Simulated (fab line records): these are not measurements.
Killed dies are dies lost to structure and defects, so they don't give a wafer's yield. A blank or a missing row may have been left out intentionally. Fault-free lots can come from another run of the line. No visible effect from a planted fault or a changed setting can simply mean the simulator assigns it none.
Chamber matching | flow n5 finfet | rie diel-06 running N5_BEOL_M8_ETCH_66: 4 sister chambers
The step etches SOC in N2/H2, target depth 80 nm, overetch 16 nm, time 120 s. 8 wafers are shown with their chamber, then 9 later ones without.

## EACH WAFER AND ITS CHAMBER
wafer  | chamber | drypump motor current A (A) | showerhead plenum p Torr (Torr)
L081.3 | 2       | 6.3                         | 2.71
L085.2 | 3       | 5.2                         | 2.41
L090.3 | 0       | 5.8                         | 2.63
L090.4 | 3       | 5.2                         | 2.41
L090.5 | 1       | 5.4                         | 2.51
L092.1 | 1       | 5.5                         | 2.51
L092.2 | 2       | 6.3                         | 2.70
L092.5 | 0       | 5.8                         | 2.63

## WAFERS MISSING THEIR CHAMBER
wafer  | drypump motor current A (A) | showerhead plenum p Torr (Torr)
L094.1 | 5.4                         | 2.51
L094.2 | 6.3                         | 2.70
L094.4 | 5.2                         | 2.41
L093.1 | 6.3                         | 2.70
L093.2 | 5.5                         | 2.51
L093.5 | 5.8                         | 2.63
L095.1 | 5.5                         | 2.51
L095.3 | 5.2                         | 2.40
L095.6 | 5.8                         | 2.63

## EACH ONE'S CHAMBER
wafer  | from the rows above | in truth
L094.1 | 1                   | 1
L094.2 | 2                   | 2
L094.4 | 3                   | 3
L093.1 | 2                   | 2
L093.2 | 1                   | 1
L093.5 | 0                   | 0
L095.1 | 1                   | 1
L095.3 | 3                   | 3
L095.6 | 0                   | 0
Placed correctly: 9 of 9. From these rows, 0 cannot be placed. Number placed wrongly: 0.
How it was worked out, from the rows above alone: a wafer's distance from a chamber is the root of the sum, over the readings, of the square of ((its reading less the chamber's mean) divided by the reading's scatter). The wafer belongs to the nearest chamber; if the next one is less than 2 further off, it can't be placed. For every chamber, the mean is computed from those of its wafers that are shown. How the scatter is found: for the shown wafers, subtract from each reading the mean of its chamber, square and add these, divide the total by (wafers less chambers), then take the root.
